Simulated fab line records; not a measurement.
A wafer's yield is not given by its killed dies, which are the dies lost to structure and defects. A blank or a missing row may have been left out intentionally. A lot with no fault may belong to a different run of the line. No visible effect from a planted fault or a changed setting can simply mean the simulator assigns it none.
Split-lot trial || flow n5 finfet || 21 wafers read across 7 lots, on a route 1938 steps long

## SPLIT DETAILS
At N5_FIN_SAQP_EXPOSE_13 (exposes mask FIN CORE, target cd 35.6 nm), the setting dose mj was moved away from the recipe's 63.25 on 7 of the 21 wafers read, by -7.0% to -2.6%. This setting was run at the recipe's value on the other wafers.

## FROM THE SPLIT TO THE READING: what the file shows between them, 1 step
- N5_FIN_SAQP_DEVELOP_15: develop time 30 s (also split here: develop time s)

## THE READING
Shown in nm: cd nm at N5_FIN_SAQP_CD_MEAS_16, with target cd 35.6 nm. A value of 35.61 nm with a standard deviation of 0.29 nm is what fault-free wafers of this fab line usually give.

{"wafer": "L076.1", "tool, chamber at the split": "arfi scanner-03, 0", "dose mj as run": 63.25, "against the recipe": "recipe", "cd nm, nm": 36.03, "against lot-mates on the recipe": "-"}
{"wafer": "L076.4", "tool, chamber at the split": "arfi scanner-03, 0", "dose mj as run": 63.25, "against the recipe": "recipe", "cd nm, nm": 35.96, "against lot-mates on the recipe": "-"}
{"wafer": "L076.5", "tool, chamber at the split": "arfi scanner-03, 0", "dose mj as run": 63.25, "against the recipe": "recipe", "cd nm, nm": 36.21, "against lot-mates on the recipe": "-"}
{"wafer": "L079.3", "tool, chamber at the split": "arfi scanner-02, 0", "dose mj as run": 63.25, "against the recipe": "recipe", "cd nm, nm": 35.61, "against lot-mates on the recipe": "-"}
{"wafer": "L079.4", "tool, chamber at the split": "arfi scanner-02, 0", "dose mj as run": 63.25, "against the recipe": "recipe", "cd nm, nm": 35.66, "against lot-mates on the recipe": "-"}
{"wafer": "L079.6", "tool, chamber at the split": "arfi scanner-02, 0", "dose mj as run": 63.25, "against the recipe": "recipe", "cd nm, nm": 35.88, "against lot-mates on the recipe": "-"}
{"wafer": "L080.4", "tool, chamber at the split": "arfi scanner-03, 0", "dose mj as run": 63.25, "against the recipe": "recipe", "cd nm, nm": 35.79, "against lot-mates on the recipe": "-"}
{"wafer": "L080.5", "tool, chamber at the split": "arfi scanner-03, 0", "dose mj as run": 63.25, "against the recipe": "recipe", "cd nm, nm": 35.83, "against lot-mates on the recipe": "-"}
{"wafer": "L080.6", "tool, chamber at the split": "arfi scanner-03, 0", "dose mj as run": 63.25, "against the recipe": "recipe", "cd nm, nm": 35.67, "against lot-mates on the recipe": "-"}
{"wafer": "L084.1", "tool, chamber at the split": "arfi scanner-03, 0", "dose mj as run": 63.25, "against the recipe": "recipe", "cd nm, nm": 35.58, "against lot-mates on the recipe": "-"}
{"wafer": "L084.4", "tool, chamber at the split": "arfi scanner-03, 0", "dose mj as run": 61.6, "against the recipe": "-2.6%", "cd nm, nm": 36.47, "against lot-mates on the recipe": "+0.89"}
{"wafer": "L084.5", "tool, chamber at the split": "arfi scanner-03, 0", "dose mj as run": 61.6, "against the recipe": "-2.6%", "cd nm, nm": 36.42, "against lot-mates on the recipe": "+0.84"}
{"wafer": "L090.1", "tool, chamber at the split": "arfi scanner-01, 0", "dose mj as run": 61.41, "against the recipe": "-2.9%", "cd nm, nm": 36.42, "against lot-mates on the recipe": "+0.71"}
{"wafer": "L090.2", "tool, chamber at the split": "arfi scanner-01, 0", "dose mj as run": 63.25, "against the recipe": "recipe", "cd nm, nm": 35.70, "against lot-mates on the recipe": "-"}
{"wafer": "L090.4", "tool, chamber at the split": "arfi scanner-01, 0", "dose mj as run": 63.25, "against the recipe": "recipe", "cd nm, nm": 35.72, "against lot-mates on the recipe": "-"}
{"wafer": "L095.1", "tool, chamber at the split": "arfi scanner-02, 0", "dose mj as run": 59.19, "against the recipe": "-6.4%", "cd nm, nm": 37.46, "against lot-mates on the recipe": "+1.83"}
{"wafer": "L095.2", "tool, chamber at the split": "arfi scanner-02, 0", "dose mj as run": 59.19, "against the recipe": "-6.4%", "cd nm, nm": 37.76, "against lot-mates on the recipe": "+2.13"}
{"wafer": "L095.4", "tool, chamber at the split": "arfi scanner-02, 0", "dose mj as run": 63.25, "against the recipe": "recipe", "cd nm, nm": 35.63, "against lot-mates on the recipe": "-"}
{"wafer": "L097.1", "tool, chamber at the split": "arfi scanner-03, 0", "dose mj as run": 63.25, "against the recipe": "recipe", "cd nm, nm": 35.74, "against lot-mates on the recipe": "-"}
{"wafer": "L097.5", "tool, chamber at the split": "arfi scanner-03, 0", "dose mj as run": 58.83, "against the recipe": "-7.0%", "cd nm, nm": 38.03, "against lot-mates on the recipe": "+2.29"}
{"wafer": "L097.6", "tool, chamber at the split": "arfi scanner-03, 0", "dose mj as run": 58.83, "against the recipe": "-7.0%", "cd nm, nm": 37.91, "against lot-mates on the recipe": "+2.17"}

THE FIT
A straight line over all 21 wafers: cd nm changes by -0.296 nm for each +1% of dose mj; r = -0.98; the points scatter about the line by 0.18 nm.
The same after taking each lot's own level away (the mean of its wafers on the recipe; 21 wafers): -0.313 nm for each +1%; r = -0.99; scatter 0.1 nm.
On that fit, the largest move of dose mj shifts the reading by 2.2 nm.
Measured against the standard deviation above, the lots' own levels, which go from 35.580 to 36.067 nm, span 1.7 times it.
The two slopes are in agreement: the lot-to-lot level therefore moves the slope only a little.
Check: for one of the wafers moved furthest among these (-7.0%), held out of the fit, the line's prediction against its lot-mates is +2.15 nm. Against them it came out at +2.29 nm.

## THE OTHER SPLITS THESE WAFERS WENT THROUGH
Note: prior to the reading, these wafers also went through further splits. Each is held against what the fit with the lots' levels taken away leaves over:
{"other split on the same wafers": "N5_WELL_APT_COAT_02 spin rpm", "wafers away from the commonest value": 10, "r with cd nm (lot level and that fit taken away)": -0.13}
{"other split on the same wafers": "N5_WELL_APT_EXPOSE_05 dose mj", "wafers away from the commonest value": 6, "r with cd nm (lot level and that fit taken away)": "+0.04"}
{"other split on the same wafers": "N5_WELL_APT_COAT_19 spin rpm", "wafers away from the commonest value": 6, "r with cd nm (lot level and that fit taken away)": "+0.49"}
{"other split on the same wafers": "N5_FIN_SAQP_DEVELOP_15 develop time s", "wafers away from the commonest value": 7, "r with cd nm (lot level and that fit taken away)": "+0.10"}

## THE FILE'S OWN FIT
cd nm changes by -0.31 nm for each +1% of dose mj, r = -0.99.
